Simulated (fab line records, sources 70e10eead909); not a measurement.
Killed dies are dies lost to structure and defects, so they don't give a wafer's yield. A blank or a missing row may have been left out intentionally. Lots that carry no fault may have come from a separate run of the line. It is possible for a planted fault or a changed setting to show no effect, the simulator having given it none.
Matching of chambers | flow nandHarc | 3 sister chambers for NHARC_A_BONDPAD_ETCH_34 on rieDiel-03
The step etches the open film in N2/H2, target depth 60 nm, overetch 18 nm, time 65.91 s. 6 wafers are shown with their chamber, then 6 later ones without.

WAFERS PAIRED WITH THEIR CHAMBERS
wafer  | chamber | drypumpMotorCurrentA (A) | showerheadPlenumPTorr (Torr)
L371.3 | 1       | 5.46                     | 2.15
L371.5 | 2       | 5.75                     | 2.17
L373.4 | 2       | 5.74                     | 2.17
L373.6 | 0       | 5.46                     | 2.15
L384.1 | 1       | 5.45                     | 2.15
L384.2 | 0       | 5.47                     | 2.14

WAFERS MISSING THEIR CHAMBER
wafer  | drypumpMotorCurrentA (A) | showerheadPlenumPTorr (Torr)
L384.4 | 5.74                     | 2.17
L385.1 | 5.74                     | 2.17
L385.3 | 5.42                     | 2.14
L385.5 | 5.72                     | 2.17
L391.1 | 5.48                     | 2.14
L391.3 | 5.74                     | 2.17

WHICH CHAMBER EACH WENT THROUGH
wafer  | from the rows above     | in truth
L384.4 | 2                       | 2
L385.1 | 2                       | 2
L385.3 | can't be placed: 1 or 0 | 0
L385.5 | 2                       | 2
L391.1 | can't be placed: 0 or 1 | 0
L391.3 | 2                       | 2
4 of 6 placed correctly. These rows do not allow placing 2 (true chamber among the candidates in 2). Wrongly placed: 0.
How it was worked out, from the rows above alone: a wafer's distance from a chamber is the root of the sum, over the readings, of the square of ((its reading less the chamber's mean) divided by the reading's scatter). If the next closest chamber is less than 2 further off than the closest, the wafer can't be placed; otherwise it belongs to the closest. A chamber's mean is the mean of its shown wafers. The scatter: the root of (the sum of the squares of (reading less its chamber's mean) over the shown wafers, divided by (wafers less chambers)).
